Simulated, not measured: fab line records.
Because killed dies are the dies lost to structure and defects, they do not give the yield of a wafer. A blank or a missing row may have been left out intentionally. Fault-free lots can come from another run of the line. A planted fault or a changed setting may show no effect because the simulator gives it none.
Matching of chambers || flow nand-harc || NHARC_A_M0_DEP_32 on pecvd-04 has 3 sister chambers
The step deposits SiCN, target thk 30 nm. 6 wafers are shown with their chamber, then 9 later ones without.

== WAFERS PAIRED WITH THEIR CHAMBERS ==
{"wafer": "L084.5", "chamber": 1, "heater-power-w (W)": 497, "rf-fwd-power-W (W)": 450.4}
{"wafer": "L087.1", "chamber": 2, "heater-power-w (W)": 558, "rf-fwd-power-W (W)": 451.3}
{"wafer": "L087.3", "chamber": 1, "heater-power-w (W)": 459, "rf-fwd-power-W (W)": 450.5}
{"wafer": "L088.2", "chamber": 0, "heater-power-w (W)": 454, "rf-fwd-power-W (W)": 449.5}
{"wafer": "L088.4", "chamber": 0, "heater-power-w (W)": 449, "rf-fwd-power-W (W)": 450.3}
{"wafer": "L088.6", "chamber": 2, "heater-power-w (W)": 536, "rf-fwd-power-W (W)": 450.2}

== WAFERS WITH NO CHAMBER GIVEN ==
{"wafer": "L089.2", "heater-power-w (W)": 499, "rf-fwd-power-W (W)": 448.8}
{"wafer": "L089.3", "heater-power-w (W)": 474, "rf-fwd-power-W (W)": 450.6}
{"wafer": "L089.6", "heater-power-w (W)": 502, "rf-fwd-power-W (W)": 449.2}
{"wafer": "L093.2", "heater-power-w (W)": 557, "rf-fwd-power-W (W)": 449.6}
{"wafer": "L093.3", "heater-power-w (W)": 477, "rf-fwd-power-W (W)": 446.7}
{"wafer": "L093.6", "heater-power-w (W)": 431, "rf-fwd-power-W (W)": 451.2}
{"wafer": "L095.1", "heater-power-w (W)": 525, "rf-fwd-power-W (W)": 451.4}
{"wafer": "L095.3", "heater-power-w (W)": 467, "rf-fwd-power-W (W)": 451.3}
{"wafer": "L095.4", "heater-power-w (W)": 477, "rf-fwd-power-W (W)": 448.9}

== CHAMBER TAKEN BY EACH ==
{"wafer": "L089.2", "from the rows above": "can't be placed: 1 or 0 or 2", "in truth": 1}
{"wafer": "L089.3", "from the rows above": "can't be placed: 1 or 0", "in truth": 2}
{"wafer": "L089.6", "from the rows above": "can't be placed: 1 or 0 or 2", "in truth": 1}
{"wafer": "L093.2", "from the rows above": 2, "in truth": 2}
{"wafer": "L093.3", "from the rows above": "can't be placed: 0 or 1", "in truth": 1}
{"wafer": "L093.6", "from the rows above": "can't be placed: 0 or 1", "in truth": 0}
{"wafer": "L095.1", "from the rows above": "can't be placed: 2 or 1", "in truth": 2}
{"wafer": "L095.3", "from the rows above": "can't be placed: 1 or 0", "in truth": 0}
{"wafer": "L095.4", "from the rows above": "can't be placed: 0 or 1", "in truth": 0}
1 of 9 placed correctly. Cannot be placed on the basis of these rows: 8; the candidates contain the true chamber in 7. Wrongly placed: 0.
How it was worked out, from the rows above alone: a wafer's distance from a chamber is the root of the sum, over the readings, of the square of ((its reading less the chamber's mean) divided by the reading's scatter). The wafer belongs to the nearest chamber; if the next one is less than 2 further off, it can't be placed. The mean given for a chamber averages the wafers shown for that chamber. The scatter: the root of (the sum of the squares of (reading less its chamber's mean) over the shown wafers, divided by (wafers less chambers)).
